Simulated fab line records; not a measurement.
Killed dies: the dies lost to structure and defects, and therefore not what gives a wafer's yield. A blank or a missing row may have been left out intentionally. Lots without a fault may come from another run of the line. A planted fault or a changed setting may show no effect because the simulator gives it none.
Which tool was responsible?	flow nand-harc	12 lots with 36 wafers sampled at 5 steps, on a route of 1302 steps

== WHAT THE GAUGES READ, wafer by wafer ==
NHARC_END_SORT_01. Usual: killed-at-array 54, standard deviation 18; killed-at-other 0.9, standard deviation 1.2; killed-at-periphery 4.4, standard deviation 2.9; killed-dies 59, standard deviation 18; killed-open 3.2, standard deviation 1.8; killed-short 2.6, standard deviation 1.8.
lot	measured	on	killed-at-array	killed-at-other	killed-at-periphery	killed-dies	killed-open	killed-short	flag
L124	day 31 00:28	prober-01	37 675 47	1 0 0	3 2 2	41 677 49	7 0 2	2 2 2	OFF

== EACH LOT AND THE TOOL THAT RAN IT (in order: tool; ch and the chambers of the sampled wafers; start) ==
lot	NHARC_A_STAIRCASE_TRIM_229	NHARC_A_STAIRCASE_ETCH_232	NHARC_A_STAIRCASE_ETCH_253	NHARC_A_STAIRCASE_STRIP_254
L112	rie-diel-01 ch 0,3, day 16 17:06	rie-diel-01 ch 0,3, day 16 19:38 or earlier	rie-diel-01 ch 0,1,3, day 16 19:38	plasma-asher-02 ch 0,1, day 16 19:44
L113	rie-diel-06 ch 1,2,3, day 16 19:40	rie-diel-06 ch 1,2,3, day 16 22:20 or earlier	rie-diel-10 ch 0,2,3, day 16 22:20	plasma-asher-02 ch 0,1, day 16 22:28
L114	rie-diel-06 ch 0,2, day 16 21:01	rie-diel-06 ch 0,1,3, day 16 23:39 or earlier	rie-diel-06 ch 0,2,3, day 16 23:39	plasma-asher-01 ch 0,1, day 16 23:44
L120	rie-diel-01 ch 1,3, day 20 03:45	rie-diel-01 ch 1,3, day 20 06:37 or earlier	rie-diel-01 ch 0,1, day 20 06:37	plasma-asher-01 ch 0,1, day 20 06:43
L119	rie-diel-01 ch 1,2, day 20 12:36	rie-diel-01 ch 1,2, day 20 15:26 or earlier	rie-diel-06 ch 1,3, day 20 15:26	plasma-asher-01 ch 0,1, day 20 15:35
L121	rie-diel-01 ch 1,2,3, day 21 00:29	rie-diel-01 ch 1,2,3, day 21 03:10 or earlier	rie-diel-10 ch 0,1,3, day 21 03:10	plasma-asher-01 ch 0,1, day 21 03:16
L124	rie-diel-10 ch 0,1,2, day 21 18:14	rie-diel-10 ch 0,1,2, day 21 21:04 or earlier	rie-diel-10 ch 0,1,2, day 21 21:04	plasma-asher-01 ch 0,1, day 21 21:13
L128	rie-diel-10 ch 1,2, day 22 18:31	rie-diel-10 ch 0,1,2, day 22 21:28 or earlier	rie-diel-06 ch 1,2,3, day 22 21:28	plasma-asher-02 ch 1, day 22 22:11
L132	rie-diel-06 ch 0,1,2, day 24 01:50	rie-diel-06 ch 1,2,3, day 24 04:22 or earlier	rie-diel-06 ch 0,1,2, day 24 04:22	plasma-asher-01 ch 0,1, day 24 04:38
L133	rie-diel-01 ch 1,2,3, day 25 11:30	rie-diel-01 ch 0,1,3, day 25 14:19 or earlier	rie-diel-01 ch 0,1,2, day 25 14:19	plasma-asher-01 ch 1, day 25 14:26
L134	rie-diel-06 ch 0,1,2, day 25 14:21	rie-diel-06 ch 0,3, day 25 16:50 or earlier	rie-diel-10 ch 1,2,3, day 25 16:50	plasma-asher-01 ch 0,1, day 25 17:03
L135	rie-diel-06 ch 1,2,3, day 26 13:15	rie-diel-06 ch 0,1, day 26 16:08 or earlier	rie-diel-10 ch 1,3, day 26 16:08	plasma-asher-01 ch 0,1, day 26 16:14
- NHARC_A_STAIRCASE_TRIM_229: chemistry O2, time 211.2 s.
- NHARC_A_STAIRCASE_ETCH_232: etches the open film in C4F8/O2, target depth 100 nm, time 40.5 s.
- NHARC_A_STAIRCASE_ETCH_253: etches the open film in C4F8/O2, target depth 50 nm, time 20.2 s.
- NHARC_A_STAIRCASE_STRIP_254: strips in O2.

== AS READ BY THE TOOLS THEMSELVES (means over the sampled wafers that have a number; for cases with no such wafer, the mark the record gives instead) ==
NHARC_A_STAIRCASE_TRIM_229. Usual: drypump-motor-current-A 5.9 A, standard deviation 0.62; oes-product-au 1.000 a.u., standard deviation 0.0095; rf-vpp-V 57.6 V, standard deviation 0.84; showerhead-plenum-p-Torr 3.45 Torr, standard deviation 0.11; throttle-valve-pct 17.035 %, standard deviation 0.0088.
lot	tool	drypump-motor-current-A (A)	oes-product-au (a.u.)	rf-vpp-V (V)	showerhead-plenum-p-Torr (Torr)	throttle-valve-pct (%)	flag
L112	rie-diel-01	6.5	1.013	57.1	3.59	17.040	
L113	rie-diel-06	5.8	0.998	57.4	3.47	17.040	
L114	rie-diel-06	6.2	0.994	57.4	3.38	17.033	
L120	rie-diel-01	6.2	0.994	57.3	3.43	17.043	
L119	rie-diel-01	5.3	1.002	57.9	3.43	17.029	
L121	rie-diel-01	5.8	1.001	58.6	3.43	17.037	
L124	rie-diel-10	5.4	1.010	57.2	3.36	17.027	
L128	rie-diel-10	5.3	1.002	56.6	3.34	17.037	
L132	rie-diel-06	6.3	0.995	56.4	3.42	17.035	
L133	rie-diel-01	5.8	0.989	57.9	3.41	17.035	
L134	rie-diel-06	6.3	0.995	57.1	3.41	17.036	
L135	rie-diel-06	5.8	0.992	57.1	3.43	17.045	

NHARC_A_STAIRCASE_ETCH_232. Usual: oes-product-au 0.948 a.u., standard deviation 0.011; rf-vpp-V 894 V, standard deviation 4.2.
lot	tool	oes-product-au (a.u.)	rf-vpp-V (V)	flag
L112	rie-diel-01	0.961	898	
L113	rie-diel-06	0.948	893	
L114	rie-diel-06	0.946	895	
L120	rie-diel-01	0.937	892	
L119	rie-diel-01	0.952	891	
L121	rie-diel-01	0.947	892	
L124	rie-diel-10	0.957	890	
L128	rie-diel-10	0.958	889	
L132	rie-diel-06	0.952	893	
L133	rie-diel-01	0.958	894	
L134	rie-diel-06	0.938	891	
L135	rie-diel-06	0.942	894	

NHARC_A_STAIRCASE_ETCH_253. Usual: oes-product-au 0.952 a.u., standard deviation 0.02; rf-vpp-V 893 V, standard deviation 4.8.
lot	tool	oes-product-au (a.u.)	rf-vpp-V (V)	flag
L112	rie-diel-01	0.970	895	
L113	rie-diel-10	0.938	895	
L114	rie-diel-06	0.946	893	
L120	rie-diel-01	0.957	896	
L119	rie-diel-06	0.926	895	
L121	rie-diel-10	0.981	894	
L124	rie-diel-10	1.076	889	OFF
L128	rie-diel-06	0.918	892	
L132	rie-diel-06	0.962	892	
L133	rie-diel-01	0.974	893	
L134	rie-diel-10	0.980	893	
L135	rie-diel-10	0.976	897	

NHARC_A_STAIRCASE_STRIP_254. Usual: drypump-motor-current-A 5.85 A, standard deviation 0.28; heater-power-w 342 W, standard deviation 25.
lot	tool	drypump-motor-current-A (A)	heater-power-w (W)	flag
L112	plasma-asher-02	5.56	339	
L113	plasma-asher-02	5.55	338	
L114	plasma-asher-01	6.10	338	
L120	plasma-asher-01	6.10	338	
L119	plasma-asher-01	5.95	329	
L121	plasma-asher-01	5.96	322	
L124	plasma-asher-01	6.13	338	
L128	plasma-asher-02	5.51	348	
L132	plasma-asher-01	5.94	333	
L133	plasma-asher-01	6.23	373	
L134	plasma-asher-01	5.94	330	
L135	plasma-asher-01	6.07	353	

== THE ANSWER, worked out from the rows above alone ==
Rule: take the mean of a lot's wafers that have a number; if it is more than 3 standard deviations from the usual mean, the lot is off. A lot without any number at a reading at which 4 lots or more have one is off too. Where the step has rows for the other lots, those lots are counted as sound. First the gauges in route order, then the tools' own readings, where a lot's mean is used as printed above. The first step at which some lot is off is used, and at that step the reading that is off furthest; a lot without a number counts as furthest.
Off: L124 (NHARC_END_SORT_01, killed-at-array). Neither off nor sound, because the step has no rows for them: L112, L113, L114, L120, L119, L121, L128, L132, L133, L134, L135.
If a tool, at a process step before that reading, ran all the lots that are off and no sound lot after the first of them, it fits. Not tried: the gauges at NHARC_END_SORT_01; whatever is off there is also off at NHARC_A_STAIRCASE_ETCH_253, on other tools, and gauge error can't account for it. NHARC_A_STAIRCASE_ETCH_232 gives no start for some lots, so the hours and the order of its lots are those of NHARC_A_STAIRCASE_ETCH_253. Undecided on this evidence; 2 tools fit (rie-diel-10 at NHARC_A_STAIRCASE_TRIM_229 and NHARC_A_STAIRCASE_ETCH_232 and NHARC_A_STAIRCASE_ETCH_253, plasma-asher-01 at NHARC_A_STAIRCASE_STRIP_254).

== WHAT THE SIMULATOR HAD PUT IN ==
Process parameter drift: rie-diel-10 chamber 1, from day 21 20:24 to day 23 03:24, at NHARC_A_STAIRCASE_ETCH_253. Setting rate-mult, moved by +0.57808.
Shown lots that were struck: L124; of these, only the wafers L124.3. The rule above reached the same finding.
